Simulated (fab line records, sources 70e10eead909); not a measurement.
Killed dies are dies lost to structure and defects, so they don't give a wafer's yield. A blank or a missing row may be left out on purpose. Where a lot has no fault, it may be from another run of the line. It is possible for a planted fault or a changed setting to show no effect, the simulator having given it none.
The same fault as seen by 2 desks    flow nand harc    what lay behind the numbers comes last; until then each desk has only its own

== FOR THE TOOL OWNER'S DESK: litho track-04 ==
The tool's own readings at NHARC_A_M0_PEB_07 (peb time 65 s): means of the sampled wafers that have a number, for each lot that ran on this tool. Marked OUT: a lot whose mean sits more than 4 standard deviations from the usual mean, which makes it out of limits; the brackets give that distance.
Columns: A = heater power total W at NHARC_A_M0_PEB_07, usual 156.6 W; B = plate temp C at NHARC_A_M0_PEB_07, usual 100.00 C
lot   first seen here  A                B
L272  day 25 06:20     165.8 (+22) OUT  104.06 (+29) OUT
L273  day 26 08:58     165.4 (+22) OUT  104.30 (+31) OUT
L282  day 29 11:08     156.7            100.02
L285  day 30 11:15     156.3            99.95
This desk finds L272, L273 out of limits, L272 being first, at day 25 06:20 (heater power total W at NHARC_A_M0_PEB_07). Within limits: L282, L285.

== THE METROLOGY DESK ==
Means of the sampled wafers that have a number, per lot and without regard to the tool the lot ran on: this is what the gauges read. Marked OUT: a lot whose mean sits more than 4 standard deviations from the usual mean, which makes it out of limits; the brackets give that distance.
Columns: A = overlay x nm at NHARC_A_BLC_OVL_MEAS_11, usual 0.0 nm; B = overlay y nm at NHARC_A_BLC_OVL_MEAS_11, usual -0.1 nm; C = cd nm at NHARC_A_M0_CD_MEAS_09, usual 80.1 nm
lot   first seen here  A     B     C
L265  day 22 20:40     0.2   0.1   81.2
L267  day 23 04:50     -0.7  -0.0  81.3
L268  day 23 21:07     -0.6  0.7   79.3
L272  day 25 02:25     -1.4  0.6   95.5 (+17) OUT
L273  day 26 05:08     -0.8  0.3   92.2 (+13) OUT
L278  day 28 07:33     -1.2  0.4   80.4
L280  day 28 11:11     -0.5  1.0   78.7
L281  day 28 22:55     1.0   -0.6  79.8
L282  day 29 07:14     1.0   -1.6  80.1
L285  day 30 07:27     0.2   -2.0  79.9
L283  day 30 11:10     0.1   -1.1  78.6
L284  day 30 14:50     -0.3  -1.0  80.7
L287  day 31 03:48     -1.0  0.3   80.2
L288  day 32 14:08     0.9   -0.4  80.1
This desk finds L272, L273 out of limits, L272 being first, at day 25 06:25 (cd nm at NHARC_A_M0_CD_MEAS_09). Within limits: L265, L267, L268, L278, L280, L281, L282, L285, L283, L284, L287, L288.

== PUT TOGETHER ==
The tool owner's desk had the chance to raise an alarm at day 25 06:20 on L272, L273.
An alarm was possible from the metrology desk at day 25 06:25, on L272, L273.
All the named lots went through NHARC_A_M0_PEB_07 on litho track-04.

== WHAT THE SIMULATOR HAD PUT IN ==
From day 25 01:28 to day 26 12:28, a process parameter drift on litho track-04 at NHARC_A_M0_PEB_07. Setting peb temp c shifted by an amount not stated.
Lots struck among those shown: L272, L273.
Delay (hours) between the fault's onset and each desk's first out-of-limits reading: 5 at the tool owner's desk, 5 at the metrology desk.
